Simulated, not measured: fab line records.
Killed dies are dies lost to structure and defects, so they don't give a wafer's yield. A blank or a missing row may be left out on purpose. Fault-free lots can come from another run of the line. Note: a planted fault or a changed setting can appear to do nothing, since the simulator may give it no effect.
One fault through the eyes of 2 desks :: flow n5_finfet :: each desk has only its own numbers; what lay behind them comes last

## FOR THE TOOL OWNER'S DESK: litho_track-01
The tool's own readings at N5_MOL_CONTACT_COAG_COAT_64 (time 60 s, resist thk 10 nm): means of the sampled wafers that have a number, for each lot that ran on this tool. The brackets show how far a lot's mean lies from the usual mean; more than 4 standard deviations puts the lot out of limits, marked OUT.
Columns: A = dispense_pressure_kPa at N5_MOL_CONTACT_COAG_COAT_64, usual 46.6 kPa; B = resist_line_temp_C at N5_MOL_CONTACT_COAG_COAT_64, usual 23.03 C; C = spin_speed_rpm at N5_MOL_CONTACT_COAG_COAT_64, usual 1499.9 rpm
lot: L994
first seen here: day 5 15:10
A: 44.1
B: 22.98
C: 1499.1

lot: L999
first seen here: day 6 19:48
A: 44.1
B: 22.97
C: 1581.2 (+74) OUT

lot: L100
first seen here: day 6 23:13
A: 44.1
B: 23.12
C: 1579.9 (+73) OUT
Finding of this desk: L100, L999 out of limits; the first was L999 at day 6 19:48, on spin_speed_rpm at N5_MOL_CONTACT_COAG_COAT_64. L994: within limits.

## FROM THE METROLOGY DESK
Means of the sampled wafers that have a number, per lot and without regard to the tool the lot ran on: this is what the gauges read. The brackets show how far a lot's mean lies from the usual mean; more than 4 standard deviations puts the lot out of limits, marked OUT. Of its 10 readings 7 are shown: those that lie furthest out on some lot.
Columns: A = DIBL_N at N5_BEOL_M4_RC_MEAS_101, usual 36.5 mV/V; B = DIBL_P at N5_BEOL_M4_RC_MEAS_101, usual 36.6 mV/V; C = IOFF_N at N5_BEOL_M4_RC_MEAS_101, usual 0.160 nA/um; D = IOFF_P at N5_BEOL_M4_RC_MEAS_101, usual 0.217 nA/um; E = ION_N at N5_BEOL_M4_RC_MEAS_101, usual 674 uA/um; F = VT_N at N5_BEOL_M4_RC_MEAS_101, usual 250.0 mV; G = VT_P at N5_BEOL_M4_RC_MEAS_101, usual -250 mV
lot: L994
first seen here: day 8 06:23
A: 33.9
B: 35.2
C: 0.134
D: 0.188
E: 669
F: 252.6
G: -251

lot: L999
first seen here: day 9 20:49
A: 36.9
B: 36.5
C: 0.168
D: 0.232
E: 677
F: 249.1
G: -246

lot: L100
first seen here: day 10 00:29
A: 37.2
B: 36.0
C: 0.159
D: 0.226
E: 669
F: 250.3
G: -249

lot: L113
first seen here: day 13 06:58
A: 37.9
B: 37.6
C: 0.189
D: 0.247
E: 682
F: 249.2
G: -247
This desk's finding: nothing out of limits on any of the 4 lots.

## TAKEN TOGETHER
On L100, L999, at day 6 19:48, an alarm was possible from the tool owner's desk.
Nothing out of limits was seen by the metrology desk.
The metrology desk has L100, L999 on record, within its limits.
The lots listed all ran N5_MOL_CONTACT_COAG_COAT_64 on litho_track-01.

## WHAT WAS PUT IN BY THE SIMULATOR
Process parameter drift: litho_track-01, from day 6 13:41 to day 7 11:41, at N5_MOL_CONTACT_COAG_COAT_64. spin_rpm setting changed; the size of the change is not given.
Shown lots that were struck: L100, L999.
Hours from the fault's start to each desk's first reading out of limits: the tool owner's desk, 6.
